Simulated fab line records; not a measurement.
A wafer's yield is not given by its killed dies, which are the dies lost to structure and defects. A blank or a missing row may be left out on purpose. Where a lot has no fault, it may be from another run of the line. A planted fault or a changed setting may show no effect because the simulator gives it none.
Struck lot and sound lot, side by side || flow n5Finfet || 39 out of 1938 route steps
Sound: these wafers, L122.4, L122.5, L122.6. Struck: wafer L117.3 (left out: L117.1, L117.4 of the same lot, which were not struck); the cause appears at the end.
Per side, at each step with rows, come the tool, then ch with its chambers, and then its first start. Under that, the readings that differ: sound wafers || struck wafers || difference of the means || sigmas: that difference in standard deviations of wafers without a fault.
alike: readings with means less than 2 such deviations apart, plus words and numbers identical on both sides. not compared: withheld readings, readings lacking a value on some wafer, bounds such as >300 that could conceal the same value, and numbers that have no deviation in the record and whose values overlap.
Wherever a step has rows on one side only, a row that says differs or no value, or a row with sigmas, the two part there. Numbers that don't overlap but have no deviation are shown without sigmas and don't part them. A reading that every wafer of one side lacks parts them only if that side has two wafers or more.

first, 10 steps without rows for these wafers: N5_BEOL_M2_STRIP_36 (strips in N2/H2); N5_BEOL_M2_TRENCH_ETCH_37 (etches SiOC in C4F6/O2, target depth 55.555 nm, time 29.2 s); N5_BEOL_M2_ETCH_41 (etches SiCN in CH3F/O2, target depth 29.9 nm, time 52.5 s); N5_BEOL_M2_STRIP_97 (strips in N2/H2, time 10 s); N5_BEOL_M2_HM_STRIP_39 (strips TiN in peroxide tin strip, target depth 25 nm, time 158 s); N5_BEOL_M2_SRD_40 (time 30 s); N5_BEOL_M2_PRECLEAN_42 (cleans in residue remover, time 60 s); N5_BEOL_M2_SRD_43 (time 30 s); N5_BEOL_M2_DEGAS_44 (time 60 s); N5_BEOL_M2_PRE_CLEAN_45 (time 30 s).
N5_BEOL_M2_ALD_84: deposits TaN, pulse time 2 s, purge time 3 s, co reactant purge time 2 s.
  sound on aldMetal-01 ch 2,3, day 11 22:47; struck on aldMetal-03 ch 3, day 10 09:16
{"reading": "aldCycles", "sound": "30 30 30", "struck": 47, "difference": "+17", "sigmas": ""}
  alike: heaterPowerW
  not compared: model.TaN_of_BEOL_M2_ALD_84.thkNm
then, 26 steps without rows for these wafers: N5_BEOL_M2_SURFACE_TREAT_85; N5_BEOL_M2_CVD_47 (deposits Co from CCTBA/H2, target thk 3 nm, time 223.8 s); N5_BEOL_M2_SPUTTER_48 (material Cu, target thk 4.5 nm, time 8.29 s); N5_BEOL_M2_ANNEAL_49 (time 240 s); N5_BEOL_M2_SPUTTER_79 (material Cu, target thk 4.5 nm, time 8.29 s); N5_BEOL_M2_ANNEAL_80 (time 240 s); N5_BEOL_M2_SPUTTER_81 (material Cu, target thk 4.5 nm, time 8.29 s); N5_BEOL_M2_ANNEAL_82 (time 240 s); N5_BEOL_M2_SPUTTER_86 (material Cu, target thk 4.5 nm, time 8.29 s); N5_BEOL_M2_ANNEAL_87 (time 240 s); N5_BEOL_M2_SPUTTER_88 (material Cu, target thk 4.5 nm, time 8.29 s); N5_BEOL_M2_ANNEAL_89 (time 240 s); N5_BEOL_M2_SPUTTER_90 (material Cu, target thk 4.5 nm, time 8.29 s); N5_BEOL_M2_ANNEAL_91 (time 240 s); N5_BEOL_M2_SPUTTER_92 (material Cu, target thk 4.5 nm, time 8.29 s); N5_BEOL_M2_ANNEAL_93 (time 240 s); N5_BEOL_M2_SPUTTER_94 (material Cu, target thk 4.5 nm, time 8.29 s); N5_BEOL_M2_ANNEAL_95 (time 240 s); N5_BEOL_M2_SPUTTER_96 (material Cu, target thk 4.5 nm, time 8.29 s); N5_BEOL_M2_ECD_50 (material Cu, target thk 300 nm); N5_BEOL_M2_ANNEAL_51 (time 90 s); N5_BEOL_M2_CMP_52 (polishes, stops on SiOC, t overpolish 6.8 s, target thk 40 nm); N5_BEOL_M2_PRE_CLEAN_60 (time 15 s); N5_BEOL_M2_CO_CAP_55 (material Co, precursor CCTBA/H2, target thk 2 nm, time 102.1 s); N5_BEOL_M2_PRE_CLEAN_56 (time 15 s); N5_BEOL_M2_DEP_57 (deposits SiCN from 3MS/NH3, target thk 8 nm, time 14 s).
N5_BEOL_M4_RC_MEAS_101:
  sound on prober-01 ch 0, day 12 22:23; struck on prober-01 ch 0, day 11 09:43
{"reading": "CHAIN_V1 (ohm/link)", "sound": "239 232 211", "struck": 380, "difference": "+153", "sigmas": "+16"}
{"reading": "CHAIN_V1_max_site (ohm/link)", "sound": "254 241 216", "struck": 383, "difference": "+146", "sigmas": "+15"}
{"reading": "SERP_M2 (ohm/um)", "sound": "213 196 178", "struck": 281, "difference": "+85", "sigmas": "+5"}
{"reading": "SERP_M2_max_site (ohm/um)", "sound": "225 212 192", "struck": 306, "difference": "+96", "sigmas": "+5"}
  alike: DIBL_N, DIBL_P, IOFF_N, IOFF_P, ION_N, ION_P, SS_N, SS_P, VT_N, VT_P
-- the record jumps here: 4 days lie between the struck wafers' starts before and after (it left off in module BEOL_M4 and takes up again in module PASSIVATION, whose first step shown is number 1936 of the route) --
N5_PASSIVATION_PROBE_49:
  struck on prober-01, day 15 10:14; sound on prober-02, day 17 05:07
{"reading": "sort_bin_8_speed (%)", "sound": "0 0.08 0", "struck": 0.08, "difference": "+0.05", "sigmas": "+3"}
  alike: defectLimitedYield, killed_at_M0_to_M3, killed_at_M4_up, killedAtContacts, killedAtFrontEnd, killedAtOther, killedDies, killedOpen, killedShort, sort_bin_4_leakage, sort_bin_5_function, sort_bin_6_memory, sortNPass

== WHERE THEY PART ==
Last at N5_PASSIVATION_PROBE_49 as far as this record goes, first at N5_BEOL_M4_RC_MEAS_101.

WHY: whatever the simulator had introduced
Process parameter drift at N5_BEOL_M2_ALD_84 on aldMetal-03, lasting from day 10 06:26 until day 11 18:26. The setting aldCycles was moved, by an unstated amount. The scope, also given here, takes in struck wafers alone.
